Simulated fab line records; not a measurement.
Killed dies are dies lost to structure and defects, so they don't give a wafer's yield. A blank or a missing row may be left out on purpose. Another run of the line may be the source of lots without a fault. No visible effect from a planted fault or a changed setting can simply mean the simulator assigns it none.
Chamber matching ; flow nand harc ; NHARC_P_M1_PRE_CLEAN_32 on pecvd-02: 3 sister chambers
The step time 12 s. 6 wafers are shown with their chamber, then 12 later ones without.

WAFERS, EACH WITH ITS CHAMBER
wafer;chamber;heater power w (W)
L086.1;0;703
L086.2;2;630
L086.4;0;687
L086.3;1;725
L086.5;1;720
L086.6;2;678

WAFERS WHOSE CHAMBER IS MISSING
wafer;heater power w (W)
L090.1;722
L090.5;774
L090.6;634
L091.2;628
L091.5;628
L091.6;731
L092.1;590
L092.2;696
L092.4;674
L096.2;733
L096.3;610
L096.6;618

CHAMBER TAKEN BY EACH
wafer;from the rows above;in truth
L090.1;can't be placed: 1 or 0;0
L090.5;can't be placed: 1 or 0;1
L090.6;can't be placed: 2 or 0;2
L091.2;can't be placed: 2 or 0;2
L091.5;can't be placed: 2 or 0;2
L091.6;can't be placed: 1 or 0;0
L092.1;can't be placed: 2 or 0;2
L092.2;can't be placed: 0 or 1 or 2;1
L092.4;can't be placed: 2 or 0 or 1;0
L096.2;can't be placed: 1 or 0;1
L096.3;can't be placed: 2 or 0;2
L096.6;can't be placed: 2 or 0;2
Correctly placed: 0 of 12. These rows do not allow placing 12 (true chamber among the candidates in 12). Wrongly placed: 0.
How it was worked out, from the rows above alone: a wafer's distance from a chamber is the root of the sum, over the readings, of the square of ((its reading less the chamber's mean) divided by the reading's scatter). The wafer belongs to the nearest chamber; if the next one is less than 2 further off, it can't be placed. For every chamber, the mean is computed from those of its wafers that are shown. The scatter: take each reading less its chamber's mean, square it, sum over the shown wafers, divide by the number of wafers less the number of chambers, and take the root.
